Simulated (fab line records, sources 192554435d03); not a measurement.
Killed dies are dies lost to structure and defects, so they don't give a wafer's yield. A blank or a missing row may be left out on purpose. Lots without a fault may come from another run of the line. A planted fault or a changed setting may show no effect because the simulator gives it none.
A struck lot beside a sound one | flow n5_finfet | 14 steps out of a route of 1938
Sound: wafers L934.2, L934.4, L934.5. Struck: wafers L944.3, L944.4, L944.5. The cause comes at the end.
At each step with rows: each side's tool, then ch and its chambers, then its first start. Under that, the readings that differ: sound wafers | struck wafers | difference of the means | sigmas: that difference in standard deviations of wafers without a fault.
alike: readings whose means differ by less than 2 such deviations, and words and numbers that are the same on both sides. not compared: withheld readings, readings that some wafer has no value for, bounds like >300 that may hide the same value, and numbers for which the record gives no deviation and whose values overlap.
The two part at a step that has a row with sigmas, a row that says differs or no value, or rows on one side only. Numbers that don't overlap but have no deviation are shown without sigmas and don't part them. A reading that every wafer of one side lacks parts them only if that side has two wafers or more.

N5_ILD0_THK_MEAS_08:
  sound on film_metro-02, day 6 01:07; struck on film_metro-01, day 8 16:45
  alike: thk_nm
then, 1 step without rows for these wafers: N5_ILD0_PRECLEAN_10 (cleans in NF3:NH3, afs cycles 5, time 20 s, sublimation time 60 s).
N5_ILD0_ALD_15: deposits SiNx, target thk 24 nm, pulse time 1 s, ald cycles 480.
  sound on ald_sin-03 ch 0,1,3, day 6 01:50; struck on ald_sin-03 ch 0,3, day 8 17:42
  alike: heater_power_w, precursor_pulse_height_rel
N5_ILD0_CMP_12: polishes SiNx, stops on poly-Si, t overpolish 6 s, target thk 17.67 nm.
  sound on cmp-04 ch 1,3, day 6 04:04; struck on cmp-03 ch 0,3, day 8 19:54
  alike: motor_current_A, overpolish_run_s, time_to_endpoint_s
N5_ILD0_THK_MEAS_13:
  sound on film_metro-01, day 6 04:20; struck on film_metro-02, day 8 20:11
  alike: thk_nm
N5_ILD0_INSPECT_06: inspects for defects (darkfield).
  sound on defect_inspect-01, day 6 04:22; struck on defect_inspect-01, day 8 20:13
  alike: raw_defect_count
N5_SDB_HM_DEP_00: deposits SiNx from SiH4/NH3/N2, target thk 40 nm, time 35.3 s.
  sound on pecvd-02 ch 0,1, day 6 04:23; struck on pecvd-01 ch 1,2, day 8 20:15
  alike: heater_power_w, rf_fwd_power_W, showerhead_plenum_p_Torr, throttle_valve_pct
then, 5 steps without rows for these wafers: N5_SDB_COAT_03 (time 60 s, resist thk 100 nm); N5_SDB_COAT_04 (time 60 s, resist thk 18 nm); N5_SDB_COAT_05 (resist thk 90 nm); N5_SDB_EBR_07; N5_SDB_SOFTBAKE_06 (time 60 s).
N5_SDB_EXPOSE_08: exposes mask SDB.
  sound on arfi_scanner-02 ch 0, day 6 04:36; struck on arfi_scanner-03, day 8 20:35
  no value came back on the struck wafers for exposure_dose_mJ_cm2, focus_offset_nm (nm); on the sound wafers exposure_dose_mJ_cm2 reads 49.54 49.54 49.63
  alike: mask
then, 1 step without rows for these wafers: N5_SDB_PEB_09 (peb time 60 s).

WHERE THEY PART
Only at N5_SDB_EXPOSE_08, within this record.

WHY: what the simulator had put in
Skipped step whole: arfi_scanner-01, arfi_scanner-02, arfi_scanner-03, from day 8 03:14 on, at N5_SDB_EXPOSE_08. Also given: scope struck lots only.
